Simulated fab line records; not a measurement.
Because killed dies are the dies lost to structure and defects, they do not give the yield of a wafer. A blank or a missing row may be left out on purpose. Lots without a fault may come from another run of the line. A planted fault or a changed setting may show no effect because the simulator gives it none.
A lot that was struck, set against a sound lot / flow n5Finfet / 14 out of 1938 route steps
Sound: the wafers L544.2, L544.3, L544.6. Struck: wafer L557.5 (left out: L557.1, L557.3 of the same lot, which were not struck); the cause appears at the end.
Each step with rows lists, per side, the tool, then ch with its chambers, then its first start. Under that, the readings that differ: sound wafers / struck wafers / difference of the means / sigmas: that difference in standard deviations of wafers without a fault.
alike: a reading whose means differ by less than 2 such deviations, as well as words and numbers matching on both sides. not compared: withheld readings; readings where some wafer has no value; bounds like >300 that might hide an equal value; numbers whose values overlap and for which the record gives no deviation.
A row with sigmas, a row that says differs or no value, or rows on one side alone: a step with any of these is where the two part. Numbers that don't overlap but have no deviation are shown without sigmas and don't part them. A reading that every wafer of one side lacks parts them only if that side has two wafers or more.

N5_BEOL_M6_CURE_75: cures SiCOH lowk, time 120 s.
  sound on uvCure-03 ch 2, day 8 22:25; struck on uvCure-02 ch 1, day 11 23:01
  alike: lampPowerPct, wafer_temp_C_max
then, 1 step without rows for these wafers: N5_BEOL_M6_DEGAS_44 (time 60 s).
N5_BEOL_M6_PRE_CLEAN_45: time 30 s.
  sound on pvdSputter-03, day 8 22:46; struck on pvdSputter-01, day 11 23:23
  alike: heaterPowerW
then, 1 step without rows for these wafers: N5_BEOL_M6_ALD_77 (deposits TaN, target thk 2 nm, pulse time 2 s, purge time 3 s).
N5_BEOL_M6_SURFACE_TREAT_79:
  sound on pvdSputter-01, day 8 23:08; struck on pvdSputter-03, day 11 23:44
  not compared: pressureMtorr, throttleValvePct
then, 1 step without rows for these wafers: N5_BEOL_M6_CVD_78 (deposits Co from CCTBA/H2, target thk 2 nm, time 142.3 s).
N5_BEOL_M6_SPUTTER_48: material Cu, target thk 10 nm, time 1.667 s.
  sound on pvdSputter-01, day 8 23:22; struck on pvdSputter-01, day 11 23:59
  alike: chamberPressurePa, throttleValvePct
then, 2 steps without rows for these wafers: N5_BEOL_M6_ECD_50 (material Cu, target thk 300 nm); N5_BEOL_M6_ANNEAL_51 (time 90 s).
N5_BEOL_M6_CMP_52: polishes, stops on SiCOH lowk, t overpolish 6.9 s, target thk 80 nm.
  sound on cmp-03 ch 1,2,3, day 9 00:14; struck on cmp-03 ch 1, day 12 00:50
  alike: barrierFieldEndpointS, clearingPlatenRpm, headPressurePsi, motorCurrentA, overpolishRunS, retainingRingPressureFrac, timeToEndpointS
N5_BEOL_M6_THK_MEAS_53: measures by xrf.
  sound on filmMetro-01, day 9 00:32; struck on filmMetro-02, day 12 01:08
  alike: M6_THK
then, 1 step without rows for these wafers: N5_BEOL_M6_PRE_CLEAN_55 (time 15 s).
N5_BEOL_M6_DEP_56: deposits SiCN from 3MS/NH3, target thk 10 nm, time 17.5 s.
  sound on pecvd-04 ch 0,1, day 9 00:36; struck on pecvd-04 ch 0, day 12 01:13
reading=model.SiCN_of_BEOL_M6_DEP_56.thkNm (nm); sound=9.8 10.2 10; struck=11; difference=+1; sigmas=
  alike: showerheadPlenumPTorr, throttleValvePct
N5_BEOL_M6_RS_MEAS_57: uses a four-point probe to measure.
  sound on filmMetro-01, day 9 00:41; struck on filmMetro-01, day 12 01:17
  alike: M6_RS

## WHERE THEY PART
Nowhere in this record.

WHY: whatever the simulator had introduced
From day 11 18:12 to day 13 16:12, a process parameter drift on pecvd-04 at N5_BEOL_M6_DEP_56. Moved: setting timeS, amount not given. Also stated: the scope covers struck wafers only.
